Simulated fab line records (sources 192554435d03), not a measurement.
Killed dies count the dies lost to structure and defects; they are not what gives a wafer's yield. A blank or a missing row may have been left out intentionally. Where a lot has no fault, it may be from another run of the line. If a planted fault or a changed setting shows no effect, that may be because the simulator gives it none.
Chamber matching | flow n5_finfet | 4 sister chambers for N5_GATE_CUT_CMP_43 on cmp-04
The step polishes SiO2. 36 wafers are shown with their chamber, then 12 later ones without.

== EACH WAFER AND ITS CHAMBER ==
wafer  | chamber | motor_current_A (A) | slurry_filter_dp_kPa (kPa) | slurry_flow_ml_min
L074.2 | 2       | 12.9                | 13.63                      | 149.3
L074.3 | 3       | 12.5                | 13.43                      | 149.7
L074.6 | 2       | 13.1                | 13.54                      | 149.4
L075.1 | 3       | 12.4                | 13.37                      | 150.3
L075.3 | 1       | 12.0                | 13.61                      | 150.4
L075.5 | 0       | 11.3                | 13.33                      | 149.7
L076.2 | 3       | 11.8                | 13.51                      | 150.0
L076.5 | 1       | 12.0                | 13.38                      | 149.8
L076.6 | 2       | 13.0                | 13.57                      | 150.8
L077.2 | 1       | 12.0                | 13.47                      | 150.7
L077.3 | 3       | 12.6                | 13.44                      | 150.3
L077.6 | 1       | 12.4                | 13.48                      | 149.6
L078.2 | 3       | 12.6                | 13.26                      | 149.6
L078.3 | 2       | 13.3                | 13.48                      | 150.0
L078.6 | 0       | 11.5                | 13.53                      | 150.7
L079.1 | 0       | 11.2                | 13.44                      | 149.6
L079.2 | 2       | 12.9                | 13.59                      | 150.4
L079.5 | 0       | 11.7                | 13.47                      | 149.6
L080.1 | 0       | 10.9                | 13.55                      | 149.6
L080.4 | 3       | 13.0                | 13.44                      | 150.4
L080.5 | 1       | 12.7                | 13.34                      | 149.2
L081.3 | 3       | 12.9                | 13.52                      | 150.5
L081.4 | 0       | 11.4                | 13.67                      | 149.4
L081.6 | 2       | 12.4                | 13.31                      | 150.4
L083.1 | 3       | 12.6                | 13.43                      | 149.9
L083.3 | 2       | 13.3                | 13.47                      | 149.7
L083.5 | 2       | 12.7                | 13.41                      | 149.1
L085.3 | 2       | 13.2                | 13.53                      | 149.9
L085.5 | 1       | 11.8                | 13.49                      | 150.2
L085.6 | 2       | 12.8                | 13.40                      | 149.3
L086.1 | 1       | 12.0                | 13.31                      | 149.6
L086.3 | 2       | 13.9                | 13.76                      | 150.1
L086.4 | 0       | 11.1                | 13.26                      | 149.4
L090.1 | 0       | 11.1                | 13.48                      | 149.6
L090.3 | 1       | 12.1                | 13.47                      | 150.6
L090.5 | 1       | 11.6                | 13.39                      | 149.9

SIGNATURES (means of the wafers above)
reading              | chamber 0 | chamber 1 | chamber 2 | chamber 3 | scatter within a chamber
motor_current_A      | 11.275    | 12.067    | 13.045    | 12.550    | 0.341
slurry_filter_dp_kPa | 13.4663   | 13.4378   | 13.5173   | 13.4250   | 0.109
slurry_flow_ml_min   | 149.700   | 150.000   | 149.855   | 150.088   | 0.47
Rule: a wafer lies at a distance from a chamber equal to the root of the sum of squares, over the readings, of (its reading less the chamber's mean, divided by the reading's scatter). The wafer belongs to the nearest chamber; if the next one is less than 2 further off, it can't be placed. The scatter: the root of (the sum of the squares of (reading less its chamber's mean) over the shown wafers, divided by (wafers less chambers)).

== WAFERS WHOSE CHAMBER IS MISSING ==
wafer  | motor_current_A (A) | slurry_filter_dp_kPa (kPa) | slurry_flow_ml_min
L093.2 | 11.8                | 13.86                      | 149.9
L093.4 | 13.4                | 13.50                      | 149.7
L093.6 | 13.0                | 13.68                      | 150.1
L092.1 | 12.5                | 13.46                      | 150.4
L092.2 | 12.3                | 13.43                      | 149.9
L092.3 | 11.6                | 13.51                      | 150.0
L094.3 | 12.3                | 13.63                      | 149.7
L094.5 | 11.9                | 13.54                      | 150.7
L094.6 | 12.6                | 13.51                      | 149.9
L095.1 | 12.4                | 13.60                      | 150.4
L095.3 | 12.0                | 13.45                      | 150.1
L095.6 | 12.9                | 13.82                      | 150.4

== EACH ONE'S CHAMBER ==
wafer  | from the rows above               | in truth
L093.2 | can't be placed: 0 or 1 or 3 or 2 | 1
L093.4 | can't be placed: 2 or 3           | 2
L093.6 | can't be placed: 2 or 3 or 1      | 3
L092.1 | can't be placed: 3 or 1 or 2      | 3
L092.2 | can't be placed: 1 or 3 or 2      | 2
L092.3 | can't be placed: 0 or 1 or 3      | 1
L094.3 | can't be placed: 1 or 3 or 2 or 0 | 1
L094.5 | can't be placed: 1 or 3 or 0 or 2 | 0
L094.6 | can't be placed: 3 or 2 or 1      | 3
L095.1 | can't be placed: 3 or 1 or 2      | 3
L095.3 | can't be placed: 1 or 3 or 0      | 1
L095.6 | can't be placed: 2 or 3 or 1      | 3
0 of 12 placed correctly. Not placeable from these rows: 12 (in 12, the candidates include the true chamber). Placed wrongly: 0.
